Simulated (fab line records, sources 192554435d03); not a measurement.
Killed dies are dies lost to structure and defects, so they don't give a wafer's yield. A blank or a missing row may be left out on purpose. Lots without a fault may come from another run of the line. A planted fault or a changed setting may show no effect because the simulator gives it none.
Chamber matching | flow n5_finfet | N5_BEOL_M0_SAQP_HM_DEP_111 on pecvd-01: 3 sister chambers
The step deposits SiO2 from SiH4/N2O, target thk 12 nm, time 7.2 s. 24 wafers are shown with their chamber, then 12 later ones without.

WAFERS WITH THEIR CHAMBER
wafer  | chamber | showerhead_plenum_p_Torr (Torr) | heater_power_w (W) | chamber_pressure_Torr (Torr)
L074.3 | 1       | 8.02                            | 811                | 0.7495
L074.5 | 0       | 8.01                            | 721                | 0.7520
L074.6 | 2       | 8.25                            | 798                | 0.7496
L075.3 | 0       | 8.01                            | 842                | 0.7496
L075.4 | 2       | 8.25                            | 865                | 0.7452
L075.6 | 1       | 8.01                            | 796                | 0.7523
L076.3 | 0       | 8.02                            | 832                | 0.7506
L076.4 | 1       | 8.02                            | 694                | 0.7487
L076.6 | 0       | 8.01                            | 860                | 0.7479
L077.2 | 0       | 8.02                            | 872                | 0.7482
L077.5 | 1       | 8.02                            | 780                | 0.7482
L077.6 | 2       | 8.26                            | 859                | 0.7501
L079.1 | 1       | 8.04                            | 804                | 0.7485
L079.3 | 1       | 8.04                            | 792                | 0.7517
L079.5 | 1       | 8.01                            | 824                | 0.7491
L081.2 | 0       | 8.01                            | 871                | 0.7518
L081.5 | 2       | 8.25                            | 835                | 0.7489
L081.6 | 1       | 8.04                            | 809                | 0.7498
L082.1 | 0       | 7.99                            | 798                | 0.7478
L082.2 | 2       | 8.24                            | 864                | 0.7477
L082.3 | 1       | 8.03                            | 714                | 0.7500
L084.3 | 0       | 8.02                            | 800                | 0.7496
L084.4 | 0       | 8.02                            | 792                | 0.7469
L084.6 | 1       | 8.04                            | 807                | 0.7484

SIGNATURES (means of the wafers above)
reading                  | chamber 0 | chamber 1 | chamber 2 | scatter within a chamber
showerhead_plenum_p_Torr | 8.0122    | 8.0270    | 8.2500    | 0.0106
heater_power_w           | 820.89    | 783.10    | 844.20    | 43.3
chamber_pressure_Torr    | 0.749378  | 0.749620  | 0.748300  | 0.00168
Rule: a wafer's distance from a chamber is the root of the sum, over the readings, of the square of ((its reading less the chamber's mean) divided by the reading's scatter). The wafer belongs to the nearest chamber; if the next one is less than 2 further off, it can't be placed. The scatter: the root of (the sum of the squares of (reading less its chamber's mean) over the shown wafers, divided by (wafers less chambers)).

WAFERS WITHOUT THEIR CHAMBER
wafer  | showerhead_plenum_p_Torr (Torr) | heater_power_w (W) | chamber_pressure_Torr (Torr)
L090.2 | 8.02                            | 784                | 0.7468
L090.5 | 7.99                            | 867                | 0.7513
L090.6 | 8.04                            | 779                | 0.7533
L091.1 | 8.02                            | 742                | 0.7508
L091.2 | 8.03                            | 820                | 0.7506
L091.6 | 8.02                            | 819                | 0.7486
L095.2 | 8.03                            | 830                | 0.7515
L095.3 | 8.21                            | 893                | 0.7485
L095.5 | 8.22                            | 896                | 0.7484
L097.1 | 8.02                            | 886                | 0.7503
L097.3 | 8.02                            | 766                | 0.7511
L097.5 | 8.06                            | 793                | 0.7525

WHICH CHAMBER EACH WENT THROUGH
wafer  | from the rows above     | in truth
L090.2 | can't be placed: 1 or 0 | 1
L090.5 | can't be placed: 0 or 1 | 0
L090.6 | can't be placed: 1 or 0 | 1
L091.1 | can't be placed: 1 or 0 | 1
L091.2 | can't be placed: 1 or 0 | 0
L091.6 | can't be placed: 0 or 1 | 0
L095.2 | can't be placed: 1 or 0 | 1
L095.3 | 2                       | 2
L095.5 | 2                       | 2
L097.1 | can't be placed: 0 or 1 | 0
L097.3 | can't be placed: 1 or 0 | 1
L097.5 | can't be placed: 1 or 0 | 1
Placed correctly: 2 of 12. Can't be placed from these rows: 10 (the true chamber is among the candidates in 10). Placed wrongly: 0.
